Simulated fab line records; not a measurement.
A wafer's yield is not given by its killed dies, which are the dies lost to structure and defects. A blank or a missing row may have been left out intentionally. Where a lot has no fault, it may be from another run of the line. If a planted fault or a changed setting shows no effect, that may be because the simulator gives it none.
A struck lot beside a sound one | flow n5-finfet | 20 steps out of a route of 1938
Sound: these wafers, L821.2, L821.3, L821.6. Struck: wafers L826.3, L826.4, L826.6. The cause is named last.
Each step with rows lists, per side, the tool, then ch with its chambers, then its first start. Under that, the readings that differ: sound wafers | struck wafers | difference of the means | sigmas: that difference in standard deviations of wafers without a fault.
alike: readings with means less than 2 such deviations apart, plus words and numbers identical on both sides. not compared: withheld readings, readings lacking a value on some wafer, bounds such as >300 that could conceal the same value, and numbers that have no deviation in the record and whose values overlap.
Wherever a step has rows on one side only, a row that says differs or no value, or a row with sigmas, the two part there. Numbers that don't overlap but have no deviation are shown without sigmas and don't part them. A reading that every wafer of one side lacks parts them only if that side has two wafers or more.

first, 8 steps without rows for these wafers: N5_BEOL_M13_SPUTTER_44 (material Ta, target thk 10 nm, time 16.13 s); N5_BEOL_M13_SPUTTER_45 (material Cu, target thk 80 nm, time 13.33 s); N5_BEOL_M13_ECD_47 (material Cu, target thk 936 nm); N5_BEOL_M13_ANNEAL_48 (time 90 s); N5_BEOL_M13_CMP_49 (polishes, stops on SiOC, t overpolish 17.1 s, target thk 420 nm); N5_BEOL_M13_PRE_CLEAN_52 (time 15 s); N5_BEOL_M13_DEP_53 (deposits SiCN from 3MS/NH3, target thk 50 nm, time 17.8 s); N5_BEOL_M14_ILD_DEP_00 (deposits SiO2 from TEOS/O2, target thk 1119.3 nm, time 237.4 s).
N5_BEOL_M14_COAT_58: time 60 s, resist thk 89 nm.
  sound on litho-track-03 ch 0, day 14 06:52; struck on litho-track-03 ch 0, day 15 09:07
  reading                                    | sound                | struck               | difference | sigmas
  spin-speed-rpm (rpm)                       | 1499.8 1501.9 1499.9 | 1438.6 1438.8 1439.5 | -61.6      | -69
  model.BARC_of_BEOL_M14_COAT_58.thk-nm (nm) | 89.2 88.8 89         | 90.4 90.6 90.4       | +1.5       |
  alike: chill-plate-temp-C, resist-line-temp-C
then, 8 steps without rows for these wafers: N5_BEOL_M14_COAT_04 (resist thk 800 nm); N5_BEOL_M14_EBR_06; N5_BEOL_M14_SOFTBAKE_05 (time 60 s); N5_BEOL_M14_EXPOSE_07 (exposes mask V13); N5_BEOL_M14_PEB_08 (peb time 90 s); N5_BEOL_M14_DEVELOP_09 (develop time 45 s); N5_BEOL_M14_HARDBAKE_14 (time 120 s); N5_BEOL_M14_DESCUM_15 (chemistry O2, time 7.9 s).
N5_BEOL_M14_ETCH_59: etches BARC in N2/H2, target depth 89 nm, overetch 26.7 nm, time 67.9 s.
  sound on rie-diel-05 ch 2,3, day 14 07:16; struck on rie-diel-01 ch 0,1,2, day 15 09:33
  reading                  | sound             | struck            | difference | sigmas
  model.etch.depth-nm (nm) | 89.16 88.83 89.02 | 90.43 90.51 90.33 | +1.42      |
  alike: chamber-pressure-mTorr, drypump-motor-current-A, oes-product-au, rf-vpp-V, showerhead-plenum-p-Torr, throttle-valve-pct
  not compared: rf-hours-counter-h
then, 1 step without rows for these wafers: N5_BEOL_M14_VIA_ETCH_16 (etches SiO2 in C4F8/O2/Ar, target depth 1231.3 nm).
N5_PASSIVATION_PROBE_49:
  rows exist in the record for the struck wafers here (prober-02, day 16 19:29), but not for the sound ones

== WHERE THEY PART ==
First at N5_BEOL_M14_COAT_58; last, within this record, at N5_PASSIVATION_PROBE_49.

WHY: the cause the simulator had injected
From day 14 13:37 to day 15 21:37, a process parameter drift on litho-track-03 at N5_BEOL_M14_COAT_58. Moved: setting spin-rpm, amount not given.
